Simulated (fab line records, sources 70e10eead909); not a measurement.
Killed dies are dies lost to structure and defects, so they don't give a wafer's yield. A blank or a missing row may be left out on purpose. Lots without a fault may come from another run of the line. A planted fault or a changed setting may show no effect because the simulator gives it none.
fab line records | flow nand_harc
record lots=5 wafers=15 last_day=24
route steps=1159 shown P_ZERO_WELL@44
lots that met no fault: from a run of the same line without faults
start_h: hours from the record's first day to the start of the lot's first wafer shown | wait_h: hours since the lot's step before | " the same as in the row above | L1.1+2: a row that stands for several wafers | - no value, or no start given | * or withheld: withheld | < > ~ a bound
route shown NAME@n: a module of which the file shows steps, and the number in the route of the first | usual: mean/standard deviation of fault-free wafers | same: alike in all rows | chamber/n: place in a boat | sites: the reading at each site | _std_site: their standard deviation | _edge_site: outer sites' mean less inner sites' | radius_mm: how far each site lies from the wafer's centre | mask NAME#n: copy n | behind: the tool/chamber that last shaped the wafer | hold: why the lot was held/for how many hours/how that ended | device: the transistor (n, p or np) that didn't switch | end of line: the same wafers' tests at the end of the route | a step without rows: its recipe alone | killed: dies lost to structure and defects at the first sort, not the wafer's yield | map: a wafer's dies, x killed, . not, _ none there
set.NAME: the setting as run; set.NAME@STEP: as run at that earlier step | model.NAME: the simulator's own value behind a step, which no gauge read
lots at some steps of the route; a table a step, a row a wafer
services: from which hour (start_h, from the record's first day; less than 0 if before it) a tool's chamber was out of use, for how many hours, and why
## steps
# step NHARC_P_ZERO_WELL_CD_MEAS_37
# recipe target_cd_nm=720 landing_energy_ev=500
# usual cd_nm=719.9/1.7
# columns lot.wafer tool chamber start_h wait_h cd_nm
L291.2 cd_sem-02 0 16.68 - 720.4
L291.3 " 0 " " 719.3
L291.4 " 0 " " 719.6
L294.1 cd_sem-03 0 34.25 - 718.5
L294.2 " 0 " " 717.2
L294.5 " 0 " " 718.1
L304.2 cd_sem-01 0 94.22 - 719.7
L304.3 " 0 " " 719.5
L304.6 " 0 " " 717.4
L310.1 cd_sem-03 0 130.01 - 721.8
L310.2 " 0 " " 722.2
L310.5 " 0 " " 722.5
L313.3 cd_sem-02 0 148.31 - 720.3
L313.4 " 0 " " 721.2
L313.6 " 0 " " 721.2
# step NHARC_P_ZERO_WELL_HARDBAKE_38
# recipe temp_c=125 time_s=80
# step NHARC_P_ZERO_WELL_DESCUM_39
# recipe time_s=3 o2_flow_sccm=200 ar_flow_sccm=0 bias_power_w=0 chemistry=O2
# usual drypump_motor_current_A=5.9/0.45 oes_product_au=1.000/0.0091 rf_vpp_V=57.9/0.89 showerhead_plenum_p_Torr=1.94/0.079 throttle_valve_pct=11.311/0.0081
# columns lot.wafer tool chamber start_h wait_h drypump_motor_current_A oes_product_au rf_hours_counter_h rf_vpp_V showerhead_plenum_p_Torr throttle_valve_pct
L291.4 rie_diel-04 0 16.84 - 6.1 0.986 6 59.2 1.96 11.315
L291.2 " 1 " " 6.3 0.989 6 58.0 1.96 11.319
L291.3 " 3 " " 6.2 0.981 6 58.2 1.98 11.311
L294.1 rie_diel-07 3 34.42 - 5.4 1.014 12 57.8 1.86 11.324
L294.2 " 0 " " 5.3 1.006 11 57.8 1.98 11.294
L294.5 " 0 " " 5.3 1.011 - 57.5 1.98 11.314
L304.3 rie_diel-04 3 94.39 - 6.2 0.981 11 59.3 1.97 11.308
L304.2 " 1 " " 6.3 0.988 10 57.4 1.96 11.305
L304.6 " 3 " " 6.2 0.985 - 58.7 1.97 11.315
L310.1 rie_diel-04 1 130.19 - 6.3 0.996 1 58.7 1.96 11.311
L310.2 " 2 " " 6.2 1.005 1 56.8 1.93 11.325
L310.5 " 0 " " 6.1 0.998 - 57.7 1.96 11.315
L313.4 rie_diel-04 0 148.47 - 6.1 0.992 2 58.6 1.96 11.310
L313.3 " 2 " " 6.3 0.996 2 55.6 1.92 11.305
L313.6 " 3 " " 6.2 0.991 - 57.2 1.97 11.314
# step NHARC_P_ZERO_WELL_IMPLANT_40
# recipe energy_kev=300 dose_cm2=1e+13 tilt_deg=7
# step NHARC_P_ZERO_WELL_IMPLANT_59
# recipe energy_kev=120 dose_cm2=5e+12 tilt_deg=7
# step NHARC_P_ZERO_WELL_IMPLANT_60
# recipe energy_kev=30 dose_cm2=2e+12 tilt_deg=7
# step NHARC_P_ZERO_WELL_STRIP_41
# recipe time_s=840 temp_c=130 chemistry=SPM
# step NHARC_P_ZERO_WELL_DEHYDRATE_44
# recipe temp_c=150 time_s=120
# step NHARC_P_ZERO_WELL_HMDS_45
# recipe time_s=30
# step NHARC_P_ZERO_WELL_COAT_46
# recipe spin_rpm=withheld
# step NHARC_P_ZERO_WELL_SOFTBAKE_47
# recipe temp_c=122 time_s=95
# step NHARC_P_ZERO_WELL_EBR_48
# step NHARC_P_ZERO_WELL_EXPOSE_49
# recipe na=0.6 target_cd_nm=2000 dose_mj=22.64 mask_id=P_HVPW
# columns lot.wafer tool chamber start_h wait_h mask
L291.2+3+4 krf_scanner-02 0 18.05 - P_HVPW#0
L294.1+2+5 krf_scanner-01 0 35.62 - P_NWELL#0
L304.2+3+6 krf_scanner-02 0 95.70 - P_HVPW#0
L310.1+2+5 krf_scanner-01 0 131.53 - P_HVPW#0
L313.3+4+6 krf_scanner-02 0 149.94 - P_HVPW#0
# step NHARC_P_ZERO_WELL_PEB_50
# recipe peb_temp_c=118 peb_time_s=85
# step NHARC_P_ZERO_WELL_DEVELOP_51
# recipe time_s=70
# step NHARC_P_ZERO_WELL_CD_MEAS_52
# recipe target_cd_nm=2000 landing_energy_ev=500
# usual cd_nm=1999.5/2.1
# columns lot.wafer tool chamber start_h wait_h cd_nm
L291.2 cd_sem-01 0 18.20 - 2000.4
L291.3 " 0 " " 1996.2
L291.4 " 0 " " 2000.6
L294.1 cd_sem-02 0 35.78 - -
L294.2 " 0 " " -
L294.5 " 0 " " -
L304.2 cd_sem-02 0 95.85 - 2001.0
L304.3 " 0 " " 1998.6
L304.6 " 0 " " 2001.4
L310.1 cd_sem-01 0 131.69 - 1999.2
L310.2 " 0 " " 1998.8
L310.5 " 0 " " 2001.0
L313.3 cd_sem-03 0 150.09 - 1998.5
L313.4 " 0 " " 1997.6
L313.6 " 0 " " 1999.8
# step NHARC_P_ZERO_WELL_HARDBAKE_53
# recipe temp_c=125 time_s=80
## services
# columns tool chamber start_h hours kind
rie_diel-04 0 -7.01 - clean
rie_diel-04 1 -7.01 - clean
rie_diel-04 2 -7.01 - clean
rie_diel-04 3 -7.01 - clean
rie_diel-07 0 1.52 4.7 repair
krf_scanner-02 - 8.70 0.6 repair
rie_diel-04 0 17.49 - clean
rie_diel-04 1 17.49 - clean
rie_diel-04 2 17.49 - clean
rie_diel-04 3 17.49 - clean
krf_scanner-02 - 38.00 4.0 pm
rie_diel-04 0 41.99 - clean
rie_diel-04 1 41.99 - clean
rie_diel-04 2 41.99 - clean
rie_diel-04 3 41.99 - clean
rie_diel-07 - 51.20 9.0 pm
rie_diel-04 - 64.82 1.5 repair
krf_scanner-01 - 84.00 4.0 pm
rie_diel-04 0 90.49 - clean
rie_diel-04 - 95.59 0.5 repair
rie_diel-04 - 111.92 9.0 pm
krf_scanner-02 - 141.99 0.5 repair
rie_diel-07 0 144.38 1.3 repair
krf_scanner-01 - 146.33 1.7 repair
## key
first_sign step=NHARC_P_ZERO_WELL_EXPOSE_49 reading=mask direction=changed
effect step=NHARC_P_ZERO_WELL_CD_MEAS_52 reading=cd_nm direction=missing
met_at NHARC_P_ZERO_WELL_EXPOSE_49
struck_wafers L294.1,L294.2,L294.5
later_rows_left_out L294.1,L294.2,L294.5
sort_left_out L294.1,L294.2,L294.5
tester_left_out L294
fault kind=wrong_mask tool=any chamber=- onset_h=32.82 steps=NHARC_P_ZERO_WELL_EXPOSE_49 aux_copy=P_NWELL#0 scope=struck_lots_only
# tester_left_out: of these lots the tester's yield and bins aren't shown, on N5 and GAA mostly nor the transistor test; their killed dies are dies lost to structure and defects alone, not to doping, threshold or leakage, so they don't give the yield
# sort_left_out: the simulated sort isn't trusted on such a fault, so these wafers' sort isn't shown, and their yield isn't known
# later_rows_left_out: the simulator's readings of these wafers behind a module that went badly wrong aren't trusted and aren't shown, but for the sort
